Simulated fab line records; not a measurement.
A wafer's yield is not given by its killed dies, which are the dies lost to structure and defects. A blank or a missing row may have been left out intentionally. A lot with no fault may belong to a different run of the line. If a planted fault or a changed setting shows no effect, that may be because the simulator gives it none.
The tool behind it: which one? :: flow n5-finfet :: 9 lots with 27 wafers sampled at 5 steps, on a route of 1938 steps

WHAT THE GAUGES READ, wafer by wafer
N5_FIN_SAQP_CD_MEAS_37 targets a cd of 8 nm. Usual: cd-nm 8.09 nm, standard deviation 0.26.
lot: L316
measured: day 2 02:32
on: cd-sem-02
cd-nm (nm): 8.00 8.24 7.92
flag: 

lot: L317
measured: day 2 09:10
on: cd-sem-02
cd-nm (nm): 8.07 8.23 8.05
flag: 

lot: L320
measured: day 3 03:03
on: cd-sem-01
cd-nm (nm): 8.41 8.21 7.84
flag: 

lot: L322
measured: day 3 14:59
on: cd-sem-01
cd-nm (nm): 8.45 8.01 8.21
flag: 

lot: L325
measured: day 4 08:46
on: cd-sem-02
cd-nm (nm): 8.41 8.06 7.72
flag: 

lot: L328
measured: day 5 03:53
on: cd-sem-01
cd-nm (nm): 8.08 8.42 8.29
flag: 

lot: L335
measured: day 6 22:42
on: cd-sem-02
cd-nm (nm): 7.81 8.04 8.33
flag: 

lot: L338
measured: day 7 14:01
on: cd-sem-01
cd-nm (nm): 8.67 8.52 7.81
flag: 

lot: L339
measured: day 7 20:35
on: cd-sem-01
cd-nm (nm): 8.50 8.47 7.45
flag: 

N5_BEOL_M4_RC_MEAS_101. Usual: DIBL_N 36.5 mV/V, standard deviation 2; DIBL_P 36.5 mV/V, standard deviation 2.3; IOFF_N 0.16 nA/um, standard deviation 0.036; IOFF_P 0.21 nA/um, standard deviation 0.037; ION_N 672 uA/um, standard deviation 12; ION_P 459 uA/um, standard deviation 7.1; SS_N 71.6 mV/dec, standard deviation 0.73; SS_P 73.4 mV/dec, standard deviation 0.76; VT_N 250 mV, standard deviation 3.3; VT_P -250.5 mV, standard deviation 2.9.
lot: L316
measured: day 8 14:59
on: prober-02
DIBL_N (mV/V): 31.8 33.0 34.4
DIBL_P (mV/V): 34.0 34.7 37.4
IOFF_N (nA/um): 0.12 0.13 0.16
IOFF_P (nA/um): 0.17 0.17 0.20
ION_N (uA/um): 671 659 675
ION_P (uA/um): 462 450 461
SS_N (mV/dec): 71.2 70.6 70.9
SS_P (mV/dec): 72.4 72.4 73.5
VT_N (mV): 252 254 250
VT_P (mV): -250.3 -253.8 -249.8
flag: 

lot: L317
measured: day 8 23:19
on: prober-02
DIBL_N (mV/V): 37.5 39.7 38.2
DIBL_P (mV/V): 37.7 40.1 38.4
IOFF_N (nA/um): 0.16 0.20 0.17
IOFF_P (nA/um): 0.22 0.25 0.23
ION_N (uA/um): 672 676 673
ION_P (uA/um): 459 464 461
SS_N (mV/dec): 71.8 72.6 72.1
SS_P (mV/dec): 74.5 74.9 74.8
VT_N (mV): 248 248 250
VT_P (mV): -247.8 -246.5 -249.2
flag: 

lot: L320
measured: day 9 07:25
on: prober-01
DIBL_N (mV/V): 40.0 40.9 35.9
DIBL_P (mV/V): 39.5 41.1 34.9
IOFF_N (nA/um): 0.23 0.25 0.14
IOFF_P (nA/um): 0.28 0.32 0.19
ION_N (uA/um): 695 679 657
ION_P (uA/um): 472 457 451
SS_N (mV/dec): 72.2 72.4 71.0
SS_P (mV/dec): 74.4 74.7 73.1
VT_N (mV): 246 245 251
VT_P (mV): -246.4 -248.5 -251.8
flag: 

lot: L322
measured: day 9 09:58
on: prober-02
DIBL_N (mV/V): 37.3 36.1 35.4
DIBL_P (mV/V): 35.9 35.1 33.9
IOFF_N (nA/um): 0.20 0.18 0.17
IOFF_P (nA/um): 0.24 0.24 0.21
ION_N (uA/um): 665 679 689
ION_P (uA/um): 450 467 470
SS_N (mV/dec): 71.8 71.3 71.3
SS_P (mV/dec): 73.2 73.1 73.8
VT_N (mV): 244 249 246
VT_P (mV): -250.3 -250.9 -248.8
flag: 

lot: L325
measured: day 10 13:35
on: prober-02
DIBL_N (mV/V): 37.6 36.0 33.6
DIBL_P (mV/V): 38.5 36.5 33.9
IOFF_N (nA/um): 0.18 0.15 0.11
IOFF_P (nA/um): 0.23 0.19 0.16
ION_N (uA/um): 675 680 664
ION_P (uA/um): 461 461 451
SS_N (mV/dec): 72.6 71.7 70.6
SS_P (mV/dec): 74.5 73.3 72.6
VT_N (mV): 248 249 255
VT_P (mV): -248.7 -250.3 -253.8
flag: 

lot: L328
measured: day 11 17:28
on: prober-01
DIBL_N (mV/V): 38.3 39.4 38.6
DIBL_P (mV/V): 36.8 37.8 37.5
IOFF_N (nA/um): 0.19 0.24 0.21
IOFF_P (nA/um): 0.25 0.27 0.27
ION_N (uA/um): 684 693 680
ION_P (uA/um): 464 465 462
SS_N (mV/dec): 71.7 72.8 72.3
SS_P (mV/dec): 74.4 74.5 74.3
VT_N (mV): 245 243 247
VT_P (mV): -248.6 -247.5 -247.8
flag: 

lot: L335
measured: day 13 08:45
on: prober-02
DIBL_N (mV/V): 36.0 32.4 38.2
DIBL_P (mV/V): 36.4 33.5 40.1
IOFF_N (nA/um): 0.16 0.12 0.22
IOFF_P (nA/um): 0.20 0.16 0.26
ION_N (uA/um): 654 668 693
ION_P (uA/um): 452 463 474
SS_N (mV/dec): 72.2 70.2 72.2
SS_P (mV/dec): 73.7 72.5 73.2
VT_N (mV): 251 250 244
VT_P (mV): -253.1 -252.6 -248.4
flag: 

lot: L338
measured: day 13 21:25
on: prober-01
DIBL_N (mV/V): 38.1 37.5 37.7
DIBL_P (mV/V): 41.2 39.5 39.4
IOFF_N (nA/um): 0.24 0.21 0.21
IOFF_P (nA/um): 0.30 0.26 0.26
ION_N (uA/um): 691 684 661
ION_P (uA/um): 474 467 449
SS_N (mV/dec): 72.1 71.8 72.3
SS_P (mV/dec): 73.9 74.3 74.0
VT_N (mV): 243 248 247
VT_P (mV): -243.0 -246.6 -245.4
flag: 

lot: L339
measured: day 14 20:04
on: prober-01
DIBL_N (mV/V): 38.1 39.1 38.8
DIBL_P (mV/V): 40.2 40.6 41.3
IOFF_N (nA/um): 0.19 0.22 0.21
IOFF_P (nA/um): 0.21 0.23 0.23
ION_N (uA/um): 671 682 675
ION_P (uA/um): 457 457 456
SS_N (mV/dec): 71.6 72.8 72.4
SS_P (mV/dec): 75.2 74.2 74.7
VT_N (mV): 249 246 248
VT_P (mV): -250.8 -251.5 -248.9
flag: 

WHAT TOOL EACH LOT RAN ON (gives the tool, then ch and the chambers of the sampled wafers, and finally the start)
lot: L316
N5_FIN_CUT_ETCH_21: rie-diel-03 ch 0,1,3, day 2 03:20
N5_FIN_CUT_CUT_ETCH_26: rie-diel-03 ch 0,1,3, day 2 03:41
N5_FIN_CUT_STRIP_22: rie-diel-04 ch 0,1,2, day 2 04:04

lot: L317
N5_FIN_CUT_ETCH_21: rie-diel-02 ch 0,1,2, day 2 09:56
N5_FIN_CUT_CUT_ETCH_26: rie-diel-02 ch 0,1,2, day 2 10:17
N5_FIN_CUT_STRIP_22: rie-diel-02 ch 1,2, day 2 10:36

lot: L320
N5_FIN_CUT_ETCH_21: rie-diel-04 ch 0,1,3, day 3 03:49
N5_FIN_CUT_CUT_ETCH_26: rie-diel-04 ch 0,1,3, day 3 04:10
N5_FIN_CUT_STRIP_22: rie-diel-02 ch 1,3, day 3 04:29

lot: L322
N5_FIN_CUT_ETCH_21: rie-diel-03 ch 2,3, day 3 15:56
N5_FIN_CUT_CUT_ETCH_26: rie-diel-03 ch 2,3, day 3 16:17
N5_FIN_CUT_STRIP_22: rie-diel-02 ch 2,3, day 3 16:37

lot: L325
N5_FIN_CUT_ETCH_21: rie-diel-03 ch 0,2,3, day 4 09:25
N5_FIN_CUT_CUT_ETCH_26: rie-diel-03 ch 0,2,3, day 4 09:46
N5_FIN_CUT_STRIP_22: rie-diel-03 ch 1,3, day 4 10:07

lot: L328
N5_FIN_CUT_ETCH_21: rie-diel-02 ch 0,1,2, day 5 04:31
N5_FIN_CUT_CUT_ETCH_26: rie-diel-02 ch 0,1,2, day 5 04:52
N5_FIN_CUT_STRIP_22: rie-diel-03 ch 1,2,3, day 5 05:17

lot: L335
N5_FIN_CUT_ETCH_21: rie-diel-04 ch 0,1,3, day 6 23:20
N5_FIN_CUT_CUT_ETCH_26: rie-diel-04 ch 0,1,3, day 6 23:41
N5_FIN_CUT_STRIP_22: rie-diel-04 ch 0,2,3, day 7 00:00

lot: L338
N5_FIN_CUT_ETCH_21: rie-diel-02 ch 1,3, day 7 14:47
N5_FIN_CUT_CUT_ETCH_26: rie-diel-02 ch 1,3, day 7 15:08
N5_FIN_CUT_STRIP_22: rie-diel-04 ch 0,2, day 7 15:27

lot: L339
N5_FIN_CUT_ETCH_21: rie-diel-03 ch 0,2,3, day 7 21:14
N5_FIN_CUT_CUT_ETCH_26: rie-diel-03 ch 0,2,3, day 7 21:35
N5_FIN_CUT_STRIP_22: rie-diel-04 ch 0,3, day 7 21:53
- N5_FIN_CUT_ETCH_21: etches SOC in N2/H2, target depth 219 nm, overetch 43.8 nm, time 523.5 s.
- N5_FIN_CUT_CUT_ETCH_26: etches SiNx in CH3F/O2, target depth 39 nm, time 55.7 s.
- N5_FIN_CUT_STRIP_22: strips in N2/H2.

WHAT THE TOOLS THEMSELVES READ (means of the sampled wafers that have a number; where no wafer has one, the mark that the record gives instead)
N5_FIN_CUT_ETCH_21. Usual: value, then standard deviation, for each; bias-w 61.01 W / 0.19; drypump-motor-current-A 5.8 A / 0.62; oes-product-au 0.70 a.u. / 0.06; rf-fwd-power-W 848.6 W / 2.4; rf-vpp-V 240.8 V / 1.4; showerhead-plenum-p-Torr 2.55 Torr / 0.087; throttle-valve-pct 17.8 % / 0.36.
lot: L316
tool: rie-diel-03
bias-w (W): 60.95
drypump-motor-current-A (A): 5.7
oes-product-au (a.u.): 0.71
rf-fwd-power-W (W): 852.0
rf-vpp-V (V): 240.6
showerhead-plenum-p-Torr (Torr): 2.59
throttle-valve-pct (%): 17.7
flag: 

lot: L317
tool: rie-diel-02
bias-w (W): 60.80
drypump-motor-current-A (A): 5.7
oes-product-au (a.u.): 0.68
rf-fwd-power-W (W): 849.9
rf-vpp-V (V): 242.3
showerhead-plenum-p-Torr (Torr): 2.64
throttle-valve-pct (%): 18.1
flag: 

lot: L320
tool: rie-diel-04
bias-w (W): 61.00
drypump-motor-current-A (A): 5.8
oes-product-au (a.u.): 0.74
rf-fwd-power-W (W): 850.6
rf-vpp-V (V): 239.4
showerhead-plenum-p-Torr (Torr): 2.46
throttle-valve-pct (%): 17.7
flag: 

lot: L322
tool: rie-diel-03
bias-w (W): 58.09
drypump-motor-current-A (A): 5.7
oes-product-au (a.u.): 0.73
rf-fwd-power-W (W): 849.5
rf-vpp-V (V): 232.6
showerhead-plenum-p-Torr (Torr): 2.57
throttle-valve-pct (%): 17.7
flag: OFF

lot: L325
tool: rie-diel-03
bias-w (W): 57.91
drypump-motor-current-A (A): 5.5
oes-product-au (a.u.): 0.71
rf-fwd-power-W (W): 847.1
rf-vpp-V (V): 232.2
showerhead-plenum-p-Torr (Torr): 2.54
throttle-valve-pct (%): 17.9
flag: OFF

lot: L328
tool: rie-diel-02
bias-w (W): 61.09
drypump-motor-current-A (A): 5.7
oes-product-au (a.u.): 0.66
rf-fwd-power-W (W): 848.8
rf-vpp-V (V): 241.7
showerhead-plenum-p-Torr (Torr): 2.63
throttle-valve-pct (%): 18.1
flag: 

lot: L335
tool: rie-diel-04
bias-w (W): 60.80
drypump-motor-current-A (A): 5.8
oes-product-au (a.u.): 0.72
rf-fwd-power-W (W): 848.4
rf-vpp-V (V): 238.9
showerhead-plenum-p-Torr (Torr): 2.45
throttle-valve-pct (%): 17.7
flag: 

lot: L338
tool: rie-diel-02
bias-w (W): 60.96
drypump-motor-current-A (A): 6.6
oes-product-au (a.u.): 0.75
rf-fwd-power-W (W): 848.8
rf-vpp-V (V): 240.4
showerhead-plenum-p-Torr (Torr): 2.53
throttle-valve-pct (%): 17.5
flag: 

lot: L339
tool: rie-diel-03
bias-w (W): 61.05
drypump-motor-current-A (A): 5.5
oes-product-au (a.u.): 0.68
rf-fwd-power-W (W): 852.1
rf-vpp-V (V): 240.8
showerhead-plenum-p-Torr (Torr): 2.53
throttle-valve-pct (%): 17.9
flag: 

N5_FIN_CUT_CUT_ETCH_26. Usual: CH3F_flow_sccm 30.00 sccm, standard deviation 0.083; bias-w 73.00 W, standard deviation 0.22; drypump-motor-current-A 5.8 A, standard deviation 0.62; oes_ar_750_au 0.76 a.u., standard deviation 0.064; oes_f_703_au 0.76 a.u., standard deviation 0.061; oes-product-au 0.76 a.u., standard deviation 0.071; rf-fwd-power-W 391.0 W, standard deviation 1.6; rf-vpp-V 298 V, standard deviation 5.8; showerhead-plenum-p-Torr 2.01 Torr, standard deviation 0.068; throttle-valve-pct 16.4 %, standard deviation 0.34.
lot: L316
tool: rie-diel-03
CH3F_flow_sccm (sccm): 30.04
bias-w (W): 72.80
drypump-motor-current-A (A): 5.7
oes_ar_750_au (a.u.): 0.76
oes_f_703_au (a.u.): 0.76
oes-product-au (a.u.): 0.77
rf-fwd-power-W (W): 391.7
rf-vpp-V (V): 301
showerhead-plenum-p-Torr (Torr): 2.03
throttle-valve-pct (%): 16.2
flag: 

lot: L317
tool: rie-diel-02
CH3F_flow_sccm (sccm): 29.92
bias-w (W): 73.09
drypump-motor-current-A (A): 5.6
oes_ar_750_au (a.u.): 0.73
oes_f_703_au (a.u.): 0.73
oes-product-au (a.u.): 0.72
rf-fwd-power-W (W): 389.5
rf-vpp-V (V): 296
showerhead-plenum-p-Torr (Torr): 2.08
throttle-valve-pct (%): 16.6
flag: 

lot: L320
tool: rie-diel-04
CH3F_flow_sccm (sccm): 29.98
bias-w (W): 73.20
drypump-motor-current-A (A): 5.8
oes_ar_750_au (a.u.): 0.79
oes_f_703_au (a.u.): 0.79
oes-product-au (a.u.): 0.80
rf-fwd-power-W (W): 391.4
rf-vpp-V (V): 297
showerhead-plenum-p-Torr (Torr): 1.93
throttle-valve-pct (%): 16.1
flag: 

lot: L322
tool: rie-diel-03
CH3F_flow_sccm (sccm): 29.99
bias-w (W): 73.11
drypump-motor-current-A (A): 5.7
oes_ar_750_au (a.u.): 0.80
oes_f_703_au (a.u.): 0.79
oes-product-au (a.u.): 0.80
rf-fwd-power-W (W): 391.9
rf-vpp-V (V): 299
showerhead-plenum-p-Torr (Torr): 2.02
throttle-valve-pct (%): 16.2
flag: 

lot: L325
tool: rie-diel-03
CH3F_flow_sccm (sccm): 29.99
bias-w (W): 73.01
drypump-motor-current-A (A): 5.5
oes_ar_750_au (a.u.): 0.76
oes_f_703_au (a.u.): 0.76
oes-product-au (a.u.): 0.77
rf-fwd-power-W (W): 391.8
rf-vpp-V (V): 299
showerhead-plenum-p-Torr (Torr): 2.01
throttle-valve-pct (%): 16.4
flag: 

lot: L328
tool: rie-diel-02
CH3F_flow_sccm (sccm): 30.02
bias-w (W): 73.04
drypump-motor-current-A (A): 5.6
oes_ar_750_au (a.u.): 0.71
oes_f_703_au (a.u.): 0.71
oes-product-au (a.u.): 0.70
rf-fwd-power-W (W): 389.0
rf-vpp-V (V): 295
showerhead-plenum-p-Torr (Torr): 2.07
throttle-valve-pct (%): 16.7
flag: 

lot: L335
tool: rie-diel-04
CH3F_flow_sccm (sccm): 29.99
bias-w (W): 72.97
drypump-motor-current-A (A): 5.8
oes_ar_750_au (a.u.): 0.77
oes_f_703_au (a.u.): 0.78
oes-product-au (a.u.): 0.78
rf-fwd-power-W (W): 390.8
rf-vpp-V (V): 297
showerhead-plenum-p-Torr (Torr): 1.92
throttle-valve-pct (%): 16.2
flag: 

lot: L338
tool: rie-diel-02
CH3F_flow_sccm (sccm): 29.94
bias-w (W): 73.07
drypump-motor-current-A (A): 6.6
oes_ar_750_au (a.u.): 0.82
oes_f_703_au (a.u.): 0.81
oes-product-au (a.u.): 0.82
rf-fwd-power-W (W): 392.4
rf-vpp-V (V): 301
showerhead-plenum-p-Torr (Torr): 1.99
throttle-valve-pct (%): 16.1
flag: 

lot: L339
tool: rie-diel-03
CH3F_flow_sccm (sccm): 30.09
bias-w (W): 73.01
drypump-motor-current-A (A): 5.5
oes_ar_750_au (a.u.): 0.74
oes_f_703_au (a.u.): 0.74
oes-product-au (a.u.): 0.74
rf-fwd-power-W (W): 391.9
rf-vpp-V (V): 300
showerhead-plenum-p-Torr (Torr): 2.00
throttle-valve-pct (%): 16.5
flag: 

N5_FIN_CUT_STRIP_22. Usual: drypump-motor-current-A 5.7 A, standard deviation 0.62; oes-product-au 0.77 a.u., standard deviation 0.071; rf-vpp-V 54.2 V, standard deviation 2.1; showerhead-plenum-p-Torr 3.35 Torr, standard deviation 0.11; throttle-valve-pct 18.9 %, standard deviation 0.34.
lot: L316
tool: rie-diel-04
drypump-motor-current-A (A): 5.5
oes-product-au (a.u.): 0.80
rf-vpp-V (V): 56.0
showerhead-plenum-p-Torr (Torr): 3.27
throttle-valve-pct (%): 18.8
flag: 

lot: L317
tool: rie-diel-02
drypump-motor-current-A (A): 6.0
oes-product-au (a.u.): 0.72
rf-vpp-V (V): 54.0
showerhead-plenum-p-Torr (Torr): 3.49
throttle-valve-pct (%): 19.1
flag: 

lot: L320
tool: rie-diel-02
drypump-motor-current-A (A): 6.6
oes-product-au (a.u.): 0.90
rf-vpp-V (V): 52.4
showerhead-plenum-p-Torr (Torr): 3.36
throttle-valve-pct (%): 18.5
flag: 

lot: L322
tool: rie-diel-02
drypump-motor-current-A (A): 5.4
oes-product-au (a.u.): 0.79
rf-vpp-V (V): 53.5
showerhead-plenum-p-Torr (Torr): 3.39
throttle-valve-pct (%): 18.8
flag: 

lot: L325
tool: rie-diel-03
drypump-motor-current-A (A): 6.1
oes-product-au (a.u.): 0.75
rf-vpp-V (V): 54.6
showerhead-plenum-p-Torr (Torr): 3.46
throttle-valve-pct (%): 18.6
flag: 

lot: L328
tool: rie-diel-03
drypump-motor-current-A (A): 5.9
oes-product-au (a.u.): 0.77
rf-vpp-V (V): 54.3
showerhead-plenum-p-Torr (Torr): 3.40
throttle-valve-pct (%): 18.9
flag: 

lot: L335
tool: rie-diel-04
drypump-motor-current-A (A): 5.8
oes-product-au (a.u.): 0.74
rf-vpp-V (V): 56.4
showerhead-plenum-p-Torr (Torr): 3.27
throttle-valve-pct (%): 18.8
flag: 

lot: L338
tool: rie-diel-04
drypump-motor-current-A (A): 5.4
oes-product-au (a.u.): 0.74
rf-vpp-V (V): 55.0
showerhead-plenum-p-Torr (Torr): 3.28
throttle-valve-pct (%): 18.9
flag: 

lot: L339
tool: rie-diel-04
drypump-motor-current-A (A): 6.0
oes-product-au (a.u.): 0.75
rf-vpp-V (V): 54.4
showerhead-plenum-p-Torr (Torr): 3.19
throttle-valve-pct (%): 18.8
flag: 

THE ANSWER, worked out from the rows above alone
Rule: a lot counts as off when the mean over its wafers that have a number is more than 3 standard deviations away from the usual mean. A lot without any number at a reading at which 4 lots or more have one is off too. Any other lot the step has rows for is counted as sound. First the gauges in route order, then the tools' own readings, where a lot's mean is used as printed above. At the first step where some lot is off, the reading lying furthest off is the one used; lots without a number count as furthest.
Off: L322, L325 (N5_FIN_CUT_ETCH_21, bias-w).
A tool fits if, at that step or a process step before it, it ran every lot that is off, and no sound lot after the first of them. Of those tried, none fits.

WHAT WAS PUT IN BY THE SIMULATOR
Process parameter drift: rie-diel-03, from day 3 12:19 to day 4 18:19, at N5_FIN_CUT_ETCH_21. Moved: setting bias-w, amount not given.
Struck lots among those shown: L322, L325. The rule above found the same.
